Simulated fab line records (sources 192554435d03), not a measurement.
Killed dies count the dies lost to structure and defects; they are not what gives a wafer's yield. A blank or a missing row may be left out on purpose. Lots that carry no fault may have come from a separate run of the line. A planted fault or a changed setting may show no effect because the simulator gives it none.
Which tool is to blame? ; flow n5 finfet ; 24 lots, 72 wafers sampled, at 6 steps of a route of 1938

## WHAT THE GAUGES SHOWED, per wafer
The record lacks any reading of a measuring or inspecting step that a usual standard deviation could be used to judge.

## WHICH TOOL RAN EACH LOT (tool, then ch and the chambers of the sampled wafers, then the start)
lot;N5_BEOL_M2_STRIP_97;N5_BEOL_M2_ANNEAL_49;N5_BEOL_M2_SPUTTER_86;N5_BEOL_M3_DESCUM_16;N5_BEOL_M3_STRIP_66;N5_BEOL_M3_PRE_CLEAN_45
L074;rie diel-01 ch 1,2, day 6 17:17 or earlier;pvd sputter-02, day 6 17:17;pvd sputter-02, day 6 17:52;rie diel-03 ch 1,2,3, day 6 23:07;rie diel-03 ch 1,2,3, day 6 23:19;pvd sputter-03, day 7 03:02
L075;rie diel-06 ch 0,2, day 7 06:50 or earlier;pvd sputter-02, day 7 06:50;pvd sputter-02, day 7 07:25;rie diel-04 ch 0,2,3, day 7 11:17;rie diel-04 ch 0,2,3, day 7 11:30;pvd sputter-02, day 7 16:05
L076;rie diel-01 ch 0,3, day 7 08:19 or earlier;pvd sputter-03, day 7 08:19;pvd sputter-03, day 7 08:53;rie diel-04 ch 1,2,3, day 7 11:49;rie diel-04 ch 1,2,3, day 7 12:01;pvd sputter-03, day 7 21:13
L077;rie diel-02 ch 0,1, day 7 07:01 or earlier;pvd sputter-01, day 7 07:01;pvd sputter-01, day 7 07:35;rie diel-05 ch 1,3, day 7 11:19;rie diel-05 ch 1,3, day 7 11:31;pvd sputter-03, day 7 15:31
L078;rie diel-01 ch 0,3, day 7 21:24 or earlier;pvd sputter-02, day 7 21:24;pvd sputter-02, day 7 21:59;rie diel-05 ch 0,2,3, day 8 01:32;rie diel-05 ch 0,2,3, day 8 01:45;pvd sputter-02, day 8 04:32
L079;rie diel-01 ch 0,2,3, day 8 11:53 or earlier;pvd sputter-01, day 8 11:53;pvd sputter-01, day 8 12:28;rie diel-05 ch 0,2, day 8 17:59;rie diel-05 ch 0,2, day 8 18:11;pvd sputter-01, day 9 13:41
L080;rie diel-02 ch 0,1,3, day 8 13:42 or earlier;pvd sputter-02, day 8 13:42;pvd sputter-02, day 8 14:17;rie diel-03 ch 0,2,3, day 8 18:35;rie diel-03 ch 0,2,3, day 8 18:47;pvd sputter-03, day 9 13:46
L081;rie diel-01 ch 1,3, day 8 23:00 or earlier;pvd sputter-03, day 8 23:00;pvd sputter-03, day 8 23:35;rie diel-04 ch 0,1, day 9 09:50;rie diel-04 ch 0,1, day 9 10:02;pvd sputter-03, day 9 20:23
L082;rie diel-06 ch 2,3, day 9 00:37 or earlier;pvd sputter-02, day 9 00:37;pvd sputter-02, day 9 01:12;rie diel-03 ch 1,2,3, day 9 06:41;rie diel-03 ch 1,2,3, day 9 06:53;pvd sputter-03, day 9 17:53
L083;rie diel-02 ch 0,2, day 9 11:32 or earlier;pvd sputter-01, day 9 11:32;pvd sputter-01, day 9 12:07;rie diel-05 ch 2,3, day 9 17:07;rie diel-05 ch 2,3, day 9 17:19;pvd sputter-03, day 9 20:43
L084;rie diel-06 ch 0,3, day 9 20:34 or earlier;pvd sputter-01, day 9 20:34;pvd sputter-01, day 9 21:09;rie diel-04 ch 0,3, day 10 00:43;rie diel-04 ch 0,3, day 10 00:55;pvd sputter-03, day 10 05:59
L085;rie diel-01 ch 1,2, day 10 02:51 or earlier;pvd sputter-03, day 10 02:51;pvd sputter-03, day 10 03:26;rie diel-03 ch 0,1,3, day 10 07:04;rie diel-03 ch 0,1,3, day 10 07:16;pvd sputter-03, day 10 10:47
L087;rie diel-06 ch 1,3, day 10 08:38 or earlier;pvd sputter-01, day 10 08:38;pvd sputter-01, day 10 09:13;rie diel-04 ch 1,3, day 10 14:04;rie diel-04 ch 1,3, day 10 14:16;pvd sputter-01, day 11 00:32
L086;rie diel-01 ch 0,1,2, day 10 11:35 or earlier;pvd sputter-03, day 10 11:35;pvd sputter-03, day 10 12:10;rie diel-05 ch 2,3, day 10 17:46;rie diel-05 ch 2,3, day 10 17:58;pvd sputter-01, day 11 04:44
L088;rie diel-01 ch 0,1,3, day 10 14:38 or earlier;pvd sputter-01, day 10 14:38;pvd sputter-01, day 10 15:13;rie diel-03 ch 0,1,3, day 10 19:10;rie diel-03 ch 0,1,3, day 10 19:23;pvd sputter-01, day 11 04:33
L089;rie diel-02 ch 2,3, day 10 19:46 or earlier;pvd sputter-02, day 10 19:46;pvd sputter-02, day 10 20:20;rie diel-04 ch 1,2,3, day 11 00:11;rie diel-04 ch 1,2,3, day 11 00:23;pvd sputter-03, day 11 05:16
L090;rie diel-02 ch 1,2, day 11 01:10 or earlier;pvd sputter-03, day 11 01:10;pvd sputter-03, day 11 01:45;rie diel-03 ch 1,2,3, day 11 05:07;rie diel-03 ch 1,2,3, day 11 05:19;pvd sputter-02, day 11 11:35
L091;rie diel-02 ch 1,2,3, day 11 08:44 or earlier;pvd sputter-01, day 11 08:44;pvd sputter-01, day 11 09:19;rie diel-03 ch 1,2,3, day 11 12:37;rie diel-03 ch 1,2,3, day 11 12:50;pvd sputter-02, day 11 14:45
L092;rie diel-02 ch 1,2,3, day 11 12:05 or earlier;pvd sputter-01, day 11 12:05;pvd sputter-01, day 11 12:40;rie diel-03 ch 1,2, day 11 18:17;rie diel-03 ch 1,2, day 11 18:29;pvd sputter-03, day 12 11:40
L093;rie diel-02 ch 0,2,3, day 11 19:18 or earlier;pvd sputter-01, day 11 19:18;pvd sputter-01, day 11 19:53;rie diel-03 ch 0,1,3, day 12 00:56;rie diel-03 ch 0,1,3, day 12 01:08;pvd sputter-03, day 12 16:44
L095;rie diel-01 ch 0,2,3, day 12 04:43 or earlier;pvd sputter-02, day 12 04:43;pvd sputter-02, day 12 05:17;rie diel-03 ch 0,1,3, day 12 10:37;rie diel-03 ch 0,1,3, day 12 10:49;pvd sputter-01, day 12 20:16
L094;rie diel-01 ch 0,2,3, day 12 12:17 or earlier;pvd sputter-03, day 12 12:17;pvd sputter-03, day 12 12:52;rie diel-04 ch 0,1,3, day 12 16:50;rie diel-04 ch 0,1,3, day 12 17:02;pvd sputter-01, day 12 23:20
L096;rie diel-02 ch 1,3, day 12 17:33 or earlier;pvd sputter-02, day 12 17:33;pvd sputter-02, day 12 18:11;rie diel-05 ch 0,1,3, day 12 23:27;rie diel-05 ch 0,1,3, day 12 23:40;pvd sputter-01, day 13 07:01
L097;rie diel-01 ch 0,1,3, day 13 00:20 or earlier;pvd sputter-03, day 13 00:20;pvd sputter-03, day 14 03:10;rie diel-04 ch 0,1,2, day 14 07:58;rie diel-04 ch 0,1,2, day 14 08:10;pvd sputter-01, day 14 18:08
- N5_BEOL_M2_STRIP_97: strips in N2/H2, time 10 s.
- N5_BEOL_M2_ANNEAL_49: time 240 s.
- N5_BEOL_M2_SPUTTER_86: material Cu, target thk 4.5 nm, time 8.29 s.
- N5_BEOL_M3_DESCUM_16: chemistry O2, time 7 s.
- N5_BEOL_M3_STRIP_66: strips in CF4.
- N5_BEOL_M3_PRE_CLEAN_45: time 30 s.

## AS READ BY THE TOOLS THEMSELVES (means over the sampled wafers that have a number; for cases with no such wafer, the mark the record gives instead)
N5_BEOL_M2_STRIP_97. Usual: drypump motor current A 5.6 A, standard deviation 0.31; oes product au 0.77 a.u., standard deviation 0.065; rf vpp V 59.1 V, standard deviation 0.8; showerhead plenum p Torr 2.53 Torr, standard deviation 0.075; throttle valve pct 23.8 %, standard deviation 0.3.
lot;tool;drypump motor current A (A);oes product au (a.u.);rf vpp V (V);showerhead plenum p Torr (Torr);throttle valve pct (%);flag
L074;rie diel-01;5.7;0.86;60.9;2.57;23.7;
L075;rie diel-06;5.2;0.72;59.6;2.62;23.6;
L076;rie diel-01;5.7;0.78;59.0;2.54;23.7;
L077;rie diel-02;5.8;0.78;58.5;2.48;23.5;
L078;rie diel-01;5.8;0.81;59.4;2.55;23.7;
L079;rie diel-01;5.7;0.79;60.1;2.55;23.8;
L080;rie diel-02;5.5;0.76;58.9;2.54;23.8;
L081;rie diel-01;5.7;0.79;59.4;2.53;23.6;
L082;rie diel-06;5.6;0.74;58.8;2.50;23.9;
L083;rie diel-02;5.6;0.72;59.0;2.41;23.9;
L084;rie diel-06;5.4;0.71;59.8;2.55;23.9;
L085;rie diel-01;5.7;0.83;59.9;2.56;23.8;
L087;rie diel-06;5.7;0.81;58.8;2.45;23.8;
L086;rie diel-01;5.7;0.83;59.1;2.56;23.7;
L088;rie diel-01;5.7;0.81;59.2;2.55;23.6;
L089;rie diel-02;5.2;0.71;59.0;2.56;24.3;
L090;rie diel-02;5.2;0.73;58.6;2.49;23.8;
L091;rie diel-02;5.2;0.71;58.2;2.52;24.1;
L092;rie diel-02;5.2;0.72;59.9;2.52;24.1;
L093;rie diel-02;5.5;0.72;59.3;2.48;24.0;
L095;rie diel-01;5.7;0.77;59.1;2.54;23.9;
L094;rie diel-01;5.7;0.76;58.7;2.54;23.9;
L096;rie diel-02;5.2;0.73;59.7;2.56;23.9;
L097;rie diel-01;5.7;0.78;59.3;2.54;23.6;

N5_BEOL_M2_ANNEAL_49. Usual: heater power w at 829 W, with a standard deviation of 88.
lot;tool;heater power w (W);flag
L074;pvd sputter-02;754;
L075;pvd sputter-02;844;
L076;pvd sputter-03;758;
L077;pvd sputter-01;910;
L078;pvd sputter-02;745;
L079;pvd sputter-01;916;
L080;pvd sputter-02;752;
L081;pvd sputter-03;767;
L082;pvd sputter-02;886;
L083;pvd sputter-01;906;
L084;pvd sputter-01;901;
L085;pvd sputter-03;755;
L087;pvd sputter-01;806;
L086;pvd sputter-03;781;
L088;pvd sputter-01;845;
L089;pvd sputter-02;802;
L090;pvd sputter-03;734;
L091;pvd sputter-01;834;
L092;pvd sputter-01;911;
L093;pvd sputter-01;858;
L095;pvd sputter-02;759;
L094;pvd sputter-03;752;
L096;pvd sputter-02;915;
L097;pvd sputter-03;749;

N5_BEOL_M2_SPUTTER_86. Usual: throttle valve pct at 29.6 %, with a standard deviation of 1.2.
lot;tool;throttle valve pct (%);flag
L074;pvd sputter-02;30.9;
L075;pvd sputter-02;29.5;
L076;pvd sputter-03;29.5;
L077;pvd sputter-01;29.0;
L078;pvd sputter-02;30.8;
L079;pvd sputter-01;27.9;
L080;pvd sputter-02;29.5;
L081;pvd sputter-03;28.9;
L082;pvd sputter-02;29.4;
L083;pvd sputter-01;29.0;
L084;pvd sputter-01;29.0;
L085;pvd sputter-03;29.3;
L087;pvd sputter-01;30.0;
L086;pvd sputter-03;30.5;
L088;pvd sputter-01;29.0;
L089;pvd sputter-02;30.5;
L090;pvd sputter-03;29.9;
L091;pvd sputter-01;29.1;
L092;pvd sputter-01;29.0;
L093;pvd sputter-01;30.0;
L095;pvd sputter-02;29.5;
L094;pvd sputter-03;30.0;
L096;pvd sputter-02;29.5;
L097;pvd sputter-03;30.1;

N5_BEOL_M3_DESCUM_16. Usual: drypump motor current A 5.5 A, standard deviation 0.54; oes product au 0.80 a.u., standard deviation 0.095; rf vpp V 243.4 V, standard deviation 1.4; showerhead plenum p Torr 2.11 Torr, standard deviation 0.076; throttle valve pct 20.53 %, standard deviation 0.21.
lot;tool;drypump motor current A (A);oes product au (a.u.);rf vpp V (V);showerhead plenum p Torr (Torr);throttle valve pct (%);flag
L074;rie diel-03;6.1;0.71;243.0;2.11;20.73;
L075;rie diel-04;5.1;0.74;243.1;2.08;20.36;
L076;rie diel-04;5.0;0.75;244.0;2.10;20.52;
L077;rie diel-05;5.8;0.87;245.3;2.17;20.46;
L078;rie diel-05;5.6;0.89;244.7;2.18;20.40;
L079;rie diel-05;5.3;0.91;245.1;2.23;20.51;
L080;rie diel-03;5.8;0.81;242.2;2.08;20.67;
L081;rie diel-04;5.0;0.75;243.5;2.13;20.53;
L082;rie diel-03;6.2;0.79;243.0;2.11;20.63;
L083;rie diel-05;5.8;0.89;243.7;2.11;20.34;
L084;rie diel-04;5.0;0.74;243.8;2.13;20.40;
L085;rie diel-03;5.7;0.80;241.8;2.05;20.70;
L087;rie diel-04;4.9;0.75;245.0;2.14;20.62;
L086;rie diel-05;5.7;0.88;243.2;2.11;20.33;
L088;rie diel-03;5.7;0.79;241.9;2.05;20.70;
L089;rie diel-04;5.0;0.72;243.2;2.09;20.56;
L090;rie diel-03;6.2;0.87;242.5;2.10;20.48;
L091;rie diel-03;6.2;0.86;243.2;2.10;20.48;
L092;rie diel-03;6.1;0.87;243.7;2.13;20.30;
L093;rie diel-03;5.8;0.78;242.5;2.05;20.74;
L095;rie diel-03;5.7;0.78;242.4;2.05;20.73;
L094;rie diel-04;5.0;0.73;243.4;2.12;20.51;
L096;rie diel-05;5.8;0.82;243.1;2.16;20.48;
L097;rie diel-04;5.1;0.70;242.8;2.06;20.51;

N5_BEOL_M3_STRIP_66. Usual: drypump motor current A 5.5 A, standard deviation 0.54; oes product au 0.79 a.u., standard deviation 0.087; rf vpp V 271.3 V, standard deviation 1.7; showerhead plenum p Torr 1.81 Torr, standard deviation 0.066; throttle valve pct 13.68 %, standard deviation 0.22.
lot;tool;drypump motor current A (A);oes product au (a.u.);rf vpp V (V);showerhead plenum p Torr (Torr);throttle valve pct (%);flag
L074;rie diel-03;6.1;0.71;271.2;1.81;13.90;
L075;rie diel-04;5.1;0.74;270.6;1.79;13.62;
L076;rie diel-04;5.0;0.73;271.5;1.82;13.79;
L077;rie diel-05;5.8;0.85;272.9;1.86;13.56;
L078;rie diel-05;5.6;0.87;272.6;1.86;13.44;
L079;rie diel-05;5.3;0.88;274.1;1.91;13.57;
L080;rie diel-03;5.8;0.80;270.8;1.78;13.73;
L081;rie diel-04;5.0;0.73;271.8;1.84;13.79;
L082;rie diel-03;6.2;0.78;270.5;1.80;13.74;
L083;rie diel-05;5.7;0.87;271.3;1.81;13.37;
L084;rie diel-04;5.0;0.74;271.9;1.83;13.64;
L085;rie diel-03;5.8;0.79;270.6;1.76;13.78;
L087;rie diel-04;4.9;0.73;272.0;1.86;13.91;
L086;rie diel-05;5.7;0.86;272.2;1.81;13.40;
L088;rie diel-03;5.7;0.79;270.6;1.75;13.78;
L089;rie diel-04;5.0;0.72;270.7;1.81;13.84;
L090;rie diel-03;6.1;0.85;270.9;1.80;13.59;
L091;rie diel-03;6.2;0.84;270.6;1.80;13.60;
L092;rie diel-03;6.1;0.85;270.8;1.83;13.48;
L093;rie diel-03;5.8;0.77;270.7;1.75;13.81;
L095;rie diel-03;5.7;0.78;270.5;1.75;13.82;
L094;rie diel-04;5.0;0.72;271.5;1.83;13.75;
L096;rie diel-05;5.8;0.80;273.0;1.85;13.58;
L097;rie diel-04;5.1;0.70;270.7;1.79;13.80;

N5_BEOL_M3_PRE_CLEAN_45. Usual: heater power w at 327 W, with a standard deviation of 33.
lot;tool;heater power w (W);flag
L074;pvd sputter-03;302;
L075;pvd sputter-02;305;
L076;pvd sputter-03;303;
L077;pvd sputter-03;302;
L078;pvd sputter-02;375;
L079;pvd sputter-01;344;
L080;pvd sputter-03;301;
L081;pvd sputter-03;296;
L082;pvd sputter-03;313;
L083;pvd sputter-03;302;
L084;pvd sputter-03;321;
L085;pvd sputter-03;313;
L087;pvd sputter-01;341;
L086;pvd sputter-01;362;
L088;pvd sputter-01;342;
L089;pvd sputter-03;294;
L090;pvd sputter-02;340;
L091;pvd sputter-02;330;
L092;pvd sputter-03;297;
L093;pvd sputter-03;314;
L095;pvd sputter-01;359;
L094;pvd sputter-01;359;
L096;pvd sputter-01;338;
L097;pvd sputter-01;361;

## THE ANSWER, worked out from the rows above alone
Rule: lot off if the mean of its wafers having a number is beyond 3 standard deviations from the usual mean. Also off: a lot with no number at a reading for which 4 or more lots have one. Where the step has rows for the other lots, those lots are counted as sound. Order of review: gauges by route order, followed by the tools' own readings, for which a lot's mean as printed above is used. The first step at which some lot is off is used, and at that step the reading that is off furthest; a lot without a number counts as furthest.
None of the lots is off at any reading shown; this tells nothing.

## WHAT THE SIMULATOR PUT IN
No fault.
